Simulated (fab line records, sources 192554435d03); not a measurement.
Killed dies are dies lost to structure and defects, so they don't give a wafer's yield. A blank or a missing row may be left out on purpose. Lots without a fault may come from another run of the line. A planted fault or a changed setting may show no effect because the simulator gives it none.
Which tool did it? | flow n5_finfet | 24 lots, 72 wafers sampled, at 6 steps of a route of 1938

WHAT THE GAUGES READ, wafer by wafer
N5_BEOL_M3_RS_MEAS_58: measures by four-point-probe.
lot  | measured     | on            | M3_RS (ohm/sq)
L075 | day 7 06:17  | film_metro-01 | 0.69 0.67 0.73
L074 | day 7 11:11  | film_metro-01 | 0.63 0.62 0.65
L076 | day 7 14:15  | film_metro-02 | 0.67 0.70 0.65
L077 | day 7 20:49  | film_metro-01 | 0.70 0.70 0.69
L079 | day 8 15:04  | film_metro-01 | 0.74 0.70 0.67
L078 | day 8 18:08  | film_metro-01 | 0.64 0.67 0.67
L080 | day 9 03:37  | film_metro-01 | 0.67 0.69 0.69
L081 | day 9 07:07  | film_metro-02 | 0.65 0.66 0.66
L082 | day 9 06:57  | film_metro-02 | 0.72 0.64 0.70
L083 | day 9 07:58  | film_metro-02 | 0.75 0.64 0.68
L084 | day 10 01:20 | film_metro-01 | 0.64 0.67 0.65
L085 | day 10 10:19 | film_metro-02 | 0.70 0.73 0.66
L086 | day 10 14:20 | film_metro-02 | 0.68 0.68 0.63
L087 | day 11 07:33 | film_metro-02 | 0.70 0.63 0.62
L088 | day 11 15:18 | film_metro-01 | 0.64 0.66 0.66
L089 | day 11 17:22 | film_metro-02 | 0.66 0.68 0.60
L091 | day 11 18:56 | film_metro-02 | 0.64 0.60 0.61
L090 | day 11 19:20 | film_metro-01 | 0.74 0.69 0.66
L092 | day 12 03:59 | film_metro-01 | 0.61 0.64 0.60
L093 | day 12 09:41 | film_metro-01 | 0.72 0.75 0.68
L094 | day 12 11:32 | film_metro-02 | 0.70 0.69 0.69
L095 | day 12 17:40 | film_metro-01 | 0.72 0.71 0.68
L096 | day 13 04:28 | film_metro-01 | 0.65 0.71 0.68
L097 | day 13 10:25 | film_metro-01 | 0.69 0.67 0.68

N5_BEOL_M4_OVL_MEAS_12.
lot  | measured     | on         | M4_OVL (nm)
L075 | day 7 09:02  | overlay-01 | 1.0 0.6 0.8
L074 | day 7 12:42  | overlay-01 | 1.2 0.4 0.9
L076 | day 7 15:48  | overlay-02 | 2.3 0.5 0.2
L077 | day 7 21:41  | overlay-02 | -0.8 -0.3 0.6
L079 | day 8 17:17  | overlay-01 | -0.1 1.0 0.7
L078 | day 8 20:24  | overlay-01 | -0.8 -0.4 -0.5
L080 | day 9 04:31  | overlay-02 | 0.3 0.3 1.3
L081 | day 9 07:47  | overlay-01 | -0.2 -0.2 0.4
L082 | day 9 07:36  | overlay-02 | 1.2 1.0 2.0
L083 | day 9 08:37  | overlay-01 | 1.5 1.1 1.3
L084 | day 10 03:37 | overlay-02 | 0.2 -0.1 0.7
L085 | day 10 11:38 | overlay-02 | 0.7 0.8 0.4
L086 | day 10 15:01 | overlay-01 | 0.9 0.0 0.5
L087 | day 11 10:00 | overlay-02 | 1.5 1.5 -0.5
L088 | day 11 16:34 | overlay-01 | 0.4 0.3 1.1
L089 | day 11 19:11 | overlay-02 | 0.8 2.0 1.4
L091 | day 11 19:58 | overlay-02 | -0.2 0.6 0.4
L090 | day 11 20:04 | overlay-02 | 0.1 -0.2 0.3
L092 | day 12 04:44 | overlay-02 | 1.7 0.7 1.1
L093 | day 12 11:02 | overlay-01 | 1.9 1.8 1.9
L094 | day 12 13:37 | overlay-02 | 1.7 1.3 1.3
L095 | day 12 21:08 | overlay-02 | 0.5 1.6 1.6
L096 | day 13 06:55 | overlay-01 | 1.0 0.3 1.0
L097 | day 13 11:55 | overlay-01 | 0.4 0.5 0.4

WHICH TOOL RAN EACH LOT (tool, then ch and the chambers of the sampled wafers, then the start)
lot  | N5_BEOL_M3_STRIP_97                           | N5_BEOL_M3_SPUTTER_81        | N5_BEOL_M3_PRE_CLEAN_60          | N5_BEOL_M4_HM_DEP_02
L075 | rie_diel-01 ch 1,2,3, day 7 03:53 or earlier  | pvd_sputter-01, day 7 03:53  | cvd_co-01 ch 0,1,2, day 7 06:03  | pvd_sputter-01, day 7 08:35
L074 | rie_diel-04 ch 0,2,3, day 7 08:47 or earlier  | pvd_sputter-02, day 7 08:47  | cvd_co-01 ch 0,1, day 7 10:58    | pvd_sputter-02, day 7 12:09
L076 | rie_diel-04 ch 0,1,3, day 7 11:50 or earlier  | pvd_sputter-03, day 7 11:50  | cvd_co-02 ch 0, day 7 13:58      | pvd_sputter-02, day 7 15:22
L077 | rie_diel-01 ch 1,2,3, day 7 18:23 or earlier  | pvd_sputter-03, day 7 18:23  | cvd_co-02 ch 0,2, day 7 20:32    | pvd_sputter-03, day 7 21:07
L079 | rie_diel-03 ch 0,2,3, day 8 12:40 or earlier  | pvd_sputter-03, day 8 12:40  | cvd_co-01 ch 1,2, day 8 14:50    | pvd_sputter-01, day 8 16:50
L078 | rie_diel-01 ch 1,2, day 8 15:22 or earlier    | pvd_sputter-01, day 8 15:22  | cvd_co-01 ch 0,1, day 8 17:39    | pvd_sputter-01, day 8 19:58
L080 | rie_diel-01 ch 0,2, day 9 01:14 or earlier    | pvd_sputter-03, day 9 01:14  | cvd_co-01 ch 0,1,2, day 9 03:23  | pvd_sputter-01, day 9 03:58
L081 | rie_diel-01 ch 0,1, day 9 04:37 or earlier    | pvd_sputter-02, day 9 04:37  | cvd_co-01 ch 0,1, day 9 06:54    | pvd_sputter-02, day 9 07:20
L082 | rie_diel-04 ch 1,2,3, day 9 04:35 or earlier  | pvd_sputter-01, day 9 04:35  | cvd_co-01 ch 1,2, day 9 06:43    | pvd_sputter-01, day 9 07:10
L083 | rie_diel-03 ch 0,1,2, day 9 05:06 or earlier  | pvd_sputter-03, day 9 05:06  | cvd_co-02 ch 0,1,2, day 9 07:44  | pvd_sputter-03, day 9 08:11
L084 | rie_diel-01 ch 0,1,3, day 9 22:59 or earlier  | pvd_sputter-02, day 9 22:59  | cvd_co-02 ch 1,2, day 10 01:07   | pvd_sputter-02, day 10 03:12
L085 | rie_diel-04 ch 0,1,2, day 10 07:55 or earlier | pvd_sputter-03, day 10 07:55 | cvd_co-01 ch 0,2, day 10 10:05   | pvd_sputter-02, day 10 11:11
L086 | rie_diel-01 ch 0,1,3, day 10 11:58 or earlier | pvd_sputter-02, day 10 11:58 | cvd_co-02 ch 0,1, day 10 14:07   | pvd_sputter-02, day 10 14:35
L087 | rie_diel-03 ch 1,2, day 11 05:11 or earlier   | pvd_sputter-02, day 11 05:11 | cvd_co-01 ch 0,1, day 11 07:20   | pvd_sputter-01, day 11 09:27
L088 | rie_diel-01 ch 1,2, day 11 12:54 or earlier   | pvd_sputter-02, day 11 12:54 | cvd_co-01 ch 0,1, day 11 15:03   | pvd_sputter-02, day 11 16:08
L089 | rie_diel-04 ch 1,3, day 11 14:44 or earlier   | pvd_sputter-02, day 11 14:44 | cvd_co-01 ch 0,1, day 11 17:07   | pvd_sputter-03, day 11 18:46
L091 | rie_diel-04 ch 2,3, day 11 16:31 or earlier   | pvd_sputter-01, day 11 16:31 | cvd_co-02 ch 0,1,2, day 11 18:41 | pvd_sputter-02, day 11 19:31
L090 | rie_diel-03 ch 1,3, day 11 16:55 or earlier   | pvd_sputter-02, day 11 16:55 | cvd_co-02 ch 0,1, day 11 19:05   | pvd_sputter-02, day 11 19:37
L092 | rie_diel-04 ch 0,1,2, day 12 01:33 or earlier | pvd_sputter-01, day 12 01:33 | cvd_co-02 ch 0,2, day 12 03:43   | pvd_sputter-03, day 12 04:17
L093 | rie_diel-03 ch 1,2, day 12 07:07 or earlier   | pvd_sputter-02, day 12 07:07 | cvd_co-01 ch 1,2, day 12 09:28   | pvd_sputter-03, day 12 10:37
L094 | rie_diel-04 ch 0,1, day 12 09:08 or earlier   | pvd_sputter-02, day 12 09:08 | cvd_co-01 ch 0,2, day 12 11:18   | pvd_sputter-02, day 12 13:11
L095 | rie_diel-01 ch 0,1,3, day 12 15:14 or earlier | pvd_sputter-01, day 12 15:14 | cvd_co-02 ch 0,2, day 12 17:23   | pvd_sputter-02, day 12 20:43
L096 | rie_diel-03 ch 0,2,3, day 13 01:56 or earlier | pvd_sputter-03, day 13 01:56 | cvd_co-01 ch 0,2, day 13 04:14   | pvd_sputter-02, day 13 06:29
L097 | rie_diel-01 ch 0,1,2, day 13 08:01 or earlier | pvd_sputter-02, day 13 08:01 | cvd_co-01 ch 0,1, day 13 10:10   | pvd_sputter-02, day 13 11:29
- N5_BEOL_M3_STRIP_97: strips in N2/H2, time 10 s.
- N5_BEOL_M3_SPUTTER_81: material Cu, target thk 4.5 nm, time 8.29 s.
- N5_BEOL_M3_PRE_CLEAN_60: time 15 s.
- N5_BEOL_M4_HM_DEP_02: deposits TiN, target thk 20 nm.

WHAT THE TOOLS THEMSELVES READ (means of the sampled wafers that have a number; where no wafer has one, the mark that the record gives instead)
N5_BEOL_M3_STRIP_97.
lot  | tool        | drypump_motor_current_A (A) | oes_product_au (a.u.) | rf_vpp_V (V) | showerhead_plenum_p_Torr (Torr) | throttle_valve_pct (%)
L075 | rie_diel-01 | 5.5                         | 0.81                  | 58.8         | 2.53                            | 23.48
L074 | rie_diel-04 | 5.7                         | 0.76                  | 58.5         | 2.50                            | 23.49
L076 | rie_diel-04 | 5.6                         | 0.72                  | 58.4         | 2.42                            | 23.53
L077 | rie_diel-01 | 5.5                         | 0.80                  | 60.3         | 2.53                            | 23.49
L079 | rie_diel-03 | 5.6                         | 0.77                  | 59.1         | 2.54                            | 23.45
L078 | rie_diel-01 | 5.6                         | 0.82                  | 59.2         | 2.47                            | 23.45
L080 | rie_diel-01 | 5.0                         | 0.89                  | 57.8         | 2.49                            | 23.38
L081 | rie_diel-01 | 5.5                         | 0.88                  | 59.0         | 2.49                            | 23.41
L082 | rie_diel-04 | 5.7                         | 0.77                  | 59.1         | 2.44                            | 23.26
L083 | rie_diel-03 | 5.8                         | 0.77                  | 59.4         | 2.57                            | 23.49
L084 | rie_diel-01 | 5.5                         | 0.84                  | 58.7         | 2.54                            | 23.48
L085 | rie_diel-04 | 5.9                         | 0.77                  | 59.3         | 2.47                            | 23.52
L086 | rie_diel-01 | 5.5                         | 0.83                  | 59.1         | 2.54                            | 23.48
L087 | rie_diel-03 | 5.9                         | 0.93                  | 59.7         | 2.60                            | 23.69
L088 | rie_diel-01 | 5.6                         | 0.80                  | 59.1         | 2.46                            | 23.47
L089 | rie_diel-04 | 5.5                         | 0.72                  | 59.6         | 2.35                            | 23.33
L091 | rie_diel-04 | 5.5                         | 0.73                  | 59.1         | 2.46                            | 23.28
L090 | rie_diel-03 | 5.9                         | 0.75                  | 59.0         | 2.54                            | 23.94
L092 | rie_diel-04 | 5.9                         | 0.86                  | 58.0         | 2.46                            | 23.44
L093 | rie_diel-03 | 5.4                         | 0.89                  | 59.3         | 2.59                            | 23.49
L094 | rie_diel-04 | 5.8                         | 0.89                  | 59.2         | 2.43                            | 23.64
L095 | rie_diel-01 | 5.4                         | 0.81                  | 59.3         | 2.54                            | 23.50
L096 | rie_diel-03 | 5.6                         | 0.94                  | 60.0         | 2.52                            | 23.36
L097 | rie_diel-01 | 5.3                         | 0.81                  | 59.5         | 2.46                            | 23.45

N5_BEOL_M3_SPUTTER_81.
lot  | tool           | throttle_valve_pct (%)
L075 | pvd_sputter-01 | 30.4
L074 | pvd_sputter-02 | 29.7
L076 | pvd_sputter-03 | 30.0
L077 | pvd_sputter-03 | 29.5
L079 | pvd_sputter-03 | 30.0
L078 | pvd_sputter-01 | 30.9
L080 | pvd_sputter-03 | 29.6
L081 | pvd_sputter-02 | 28.5
L082 | pvd_sputter-01 | 31.3
L083 | pvd_sputter-03 | 30.0
L084 | pvd_sputter-02 | 30.0
L085 | pvd_sputter-03 | 29.5
L086 | pvd_sputter-02 | 29.4
L087 | pvd_sputter-02 | 29.6
L088 | pvd_sputter-02 | 29.7
L089 | pvd_sputter-02 | 28.9
L091 | pvd_sputter-01 | 29.8
L090 | pvd_sputter-02 | 30.0
L092 | pvd_sputter-01 | 30.3
L093 | pvd_sputter-02 | 29.5
L094 | pvd_sputter-02 | 29.3
L095 | pvd_sputter-01 | 30.6
L096 | pvd_sputter-03 | 29.2
L097 | pvd_sputter-02 | 28.9

N5_BEOL_M3_PRE_CLEAN_60.
lot  | tool      | heater_power_w (W)
L075 | cvd_co-01 | 91
L074 | cvd_co-01 | 84
L076 | cvd_co-02 | 87
L077 | cvd_co-02 | 79
L079 | cvd_co-01 | 84
L078 | cvd_co-01 | 92
L080 | cvd_co-01 | 91
L081 | cvd_co-01 | 92
L082 | cvd_co-01 | 85
L083 | cvd_co-02 | 83
L084 | cvd_co-02 | 86
L085 | cvd_co-01 | 99
L086 | cvd_co-02 | 94
L087 | cvd_co-01 | 91
L088 | cvd_co-01 | 83
L089 | cvd_co-01 | 92
L091 | cvd_co-02 | 83
L090 | cvd_co-02 | 94
L092 | cvd_co-02 | 73
L093 | cvd_co-01 | 94
L094 | cvd_co-01 | 98
L095 | cvd_co-02 | 74
L096 | cvd_co-01 | 100
L097 | cvd_co-01 | 91

N5_BEOL_M4_HM_DEP_02.
lot  | tool           | throttle_valve_pct (%)
L075 | pvd_sputter-01 | 29.9
L074 | pvd_sputter-02 | 29.8
L076 | pvd_sputter-02 | 29.9
L077 | pvd_sputter-03 | 29.8
L079 | pvd_sputter-01 | 29.4
L078 | pvd_sputter-01 | 30.7
L080 | pvd_sputter-01 | 30.4
L081 | pvd_sputter-02 | 29.9
L082 | pvd_sputter-01 | 29.9
L083 | pvd_sputter-03 | 29.9
L084 | pvd_sputter-02 | 29.6
L085 | pvd_sputter-02 | 29.3
L086 | pvd_sputter-02 | 29.1
L087 | pvd_sputter-01 | 31.0
L088 | pvd_sputter-02 | 30.3
L089 | pvd_sputter-03 | 29.7
L091 | pvd_sputter-02 | 29.5
L090 | pvd_sputter-02 | 29.6
L092 | pvd_sputter-03 | 29.9
L093 | pvd_sputter-03 | 30.5
L094 | pvd_sputter-02 | 30.2
L095 | pvd_sputter-02 | 29.4
L096 | pvd_sputter-02 | 29.5
L097 | pvd_sputter-02 | 29.1

THE ANSWER, worked out from the rows above alone
Rule: what is usual is taken from the lots themselves. Put in order of their means at a reading, lots are off if they are a third of the lots or fewer, leave a main group of 4 or more, and stand apart from it by a gap of 3 or more times the standard deviation of the main group's means; of several such gaps the widest counts. A main group whose means are all the same, to the digits that the tables above print for the reading, isn't used. A lot without any number at a reading at which 4 lots or more have one is off too. The other lots that the step has rows for count as sound. The gauges are gone through in route order, then the tools' own readings, and for those a lot's mean is taken as printed above. The first step at which some lot is off is used, and at that step the reading that is off furthest; a lot without a number counts as furthest.
No lot is off at any reading shown: from this, nothing can be told.

WHAT THE SIMULATOR HAD PUT IN
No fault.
